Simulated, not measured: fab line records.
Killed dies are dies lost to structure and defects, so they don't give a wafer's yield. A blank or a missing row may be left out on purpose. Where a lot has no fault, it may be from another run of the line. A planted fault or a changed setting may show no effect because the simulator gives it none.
8D (eight disciplines) problem report, filled in by code | flow n5 finfet | the parts of the form that need people (team, actions taken, sign-off) are left out

## 1. THE PROBLEM
At N5_SDB_ETCH_18, rf fwd power W averages 1036.9 W over 3 wafers from 2 lots, while fault-free wafers read 837.0 W, standard deviation 2.7. Relative to the usual mean, that is a shift of +74 standard deviations.
The step: etches SOC in N2/H2, target depth 100 nm, overetch 20 nm, time 150 s.
First observed at day 7 21:25: wafer L580.5, on rie diel-06. At this step, 18 wafers from 6 lots have a number in the record. By rule, "out" or "out of limits" means more than 4 standard deviations away from the usual mean. All remaining wafers that have a number are taken as sound.

## 2. WHAT IT IS, AND WHAT IT ISN'T
question                    | is                       | is not
which readings at this step | rf fwd power W, rf vpp V | drypump motor current A, oes product au, showerhead plenum p Torr, throttle valve pct
which lots                  | L580, L581               | L568, L571, L583, L585
which wafers of those lots  | L580.5, L581.3, L581.4   | L580.3, L580.6, L581.5
read on which tools         | rie diel-06              | rie diel-01, rie diel-02
when                        | from day 7 21:25         | up to then (8 sound wafers); but 7 sound wafers of L581, L583, L585 came after

## 3. SUSPECTS, AND WHAT RULES EACH OUT
Counting: any tool at a process step up to the reading remains a suspect provided it ran every lot that is out. Sound lots after the first of them don't rule it out here, since some wafers of a struck lot are sound.
- rie diel-06 at N5_SDB_DESCUM_16 (chemistry O2, time 7.9 s): kept. It processed each lot that is out (first: L580, day 7 21:20); up to then, its last sound lot is L571 (day 5 19:08).
- rie diel-06 at N5_SDB_ETCH_17 (etches SiARC in CF4, target depth 23.4 nm, time 39 s): kept. It processed each lot that is out (first: L580, day 7 21:22); up to then, its last sound lot is L571 (day 5 19:10).
- rie diel-06 at N5_SDB_ETCH_18 (etches SOC in N2/H2, target depth 100 nm, overetch 20 nm, time 150 s): kept. It processed each lot that is out (first: L580, day 7 21:25); up to then, its last sound lot is L571 (day 5 19:12). Out on those wafers are its own readings of rf fwd power W, rf vpp V.
- rie diel-06, N5_SDB_DESCUM_16: wafers that are out in chamber 3, sound lot-mates in chambers 0, 2.
- rie diel-06, N5_SDB_ETCH_17: wafers that are out in chamber 3, sound lot-mates in chambers 0, 2.
- rie diel-06, N5_SDB_ETCH_18: wafers that are out in chamber 3, sound lot-mates in chambers 0, 2.
After the count, these remain: rie diel-06 at N5_SDB_DESCUM_16, rie diel-06 at N5_SDB_ETCH_17 and rie diel-06 at N5_SDB_ETCH_18.

## 4. THE CAUSE (what the simulator had put in)
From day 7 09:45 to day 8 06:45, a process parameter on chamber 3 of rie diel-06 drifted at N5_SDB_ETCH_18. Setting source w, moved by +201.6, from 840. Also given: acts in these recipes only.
3 suspects survive the count, and this tool is in that group.

## 5. SEQUENCE OF EFFECTS, ordered by route
Rows list readings where the struck wafers' mean (over those with a number) sits beyond 3 standard deviations from the usual. Only readings for which the record gives a usual standard deviation are gone through. hours: the time from each lot's start at the first step in this table that gives one to its start at this step, as a median over the lots. sigmas: the change in usual standard deviations.
hours | step           | reading        | usual   | on struck wafers | change | sigmas
0     | N5_SDB_ETCH_18 | rf fwd power W | 837.0 W | 1036.9           | +199.9 | +74
0     | N5_SDB_ETCH_18 | rf vpp V       | 523.6 V | 484.8            | -38.8  | -16
Process steps it contains:
- N5_SDB_ETCH_18: etches SOC in N2/H2, target depth 100 nm, overetch 20 nm, time 150 s.
Later steps that measure or inspect, where all struck wafers having a row at the step show a number for every such reading and not one has moved that far: N5_BEOL_M4_RC_MEAS_101.

## 6. HOW IT WOULD HAVE BEEN CAUGHT EARLIER
First out-of-limits reading in this record: day 7 21:25, which is 12 hours after fault onset at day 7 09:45.
